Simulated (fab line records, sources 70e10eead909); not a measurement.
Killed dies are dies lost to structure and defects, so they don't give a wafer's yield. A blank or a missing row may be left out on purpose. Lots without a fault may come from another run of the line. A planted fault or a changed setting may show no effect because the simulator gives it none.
Chamber matching | flow nand_harc | NHARC_A_STAIRCASE_ETCH_169 on rie_diel-05: 4 sister chambers
The step etches the open film in CH3F/O2, target depth 50 nm, time 107.1 s. 8 wafers are shown with their chamber, then 12 later ones without.

WAFERS WITH THEIR CHAMBER
wafer  | chamber | drypump_motor_current_A (A) | showerhead_plenum_p_Torr (Torr)
L086.4 | 3       | 5.8                         | 2.31
L086.5 | 0       | 6.7                         | 2.31
L088.2 | 0       | 6.7                         | 2.30
L088.3 | 3       | 5.7                         | 2.31
L088.5 | 1       | 5.3                         | 2.34
L092.1 | 2       | 6.2                         | 2.48
L092.2 | 1       | 5.3                         | 2.34
L092.5 | 2       | 6.2                         | 2.48

WAFERS WITHOUT THEIR CHAMBER
wafer  | drypump_motor_current_A (A) | showerhead_plenum_p_Torr (Torr)
L094.1 | 6.2                         | 2.48
L094.4 | 5.7                         | 2.30
L094.5 | 6.2                         | 2.48
L093.3 | 6.2                         | 2.48
L093.5 | 5.8                         | 2.30
L093.6 | 6.7                         | 2.30
L096.1 | 6.7                         | 2.30
L096.5 | 5.7                         | 2.30
L096.6 | 6.2                         | 2.48
L097.1 | 5.7                         | 2.30
L097.4 | 6.7                         | 2.30
L097.5 | 6.7                         | 2.30

WHICH CHAMBER EACH WENT THROUGH
wafer  | from the rows above | in truth
L094.1 | 2                   | 2
L094.4 | 3                   | 3
L094.5 | 2                   | 2
L093.3 | 2                   | 2
L093.5 | 3                   | 3
L093.6 | 0                   | 0
L096.1 | 0                   | 0
L096.5 | 3                   | 3
L096.6 | 2                   | 2
L097.1 | 3                   | 3
L097.4 | 0                   | 0
L097.5 | 0                   | 0
Placed correctly: 12 of 12. Can't be placed from these rows: 0. Placed wrongly: 0.
How it was worked out, from the rows above alone: a wafer's distance from a chamber is the root of the sum, over the readings, of the square of ((its reading less the chamber's mean) divided by the reading's scatter). The wafer belongs to the nearest chamber; if the next one is less than 2 further off, it can't be placed. A chamber's mean is the mean of its shown wafers. The scatter: the root of (the sum of the squares of (reading less its chamber's mean) over the shown wafers, divided by (wafers less chambers)).
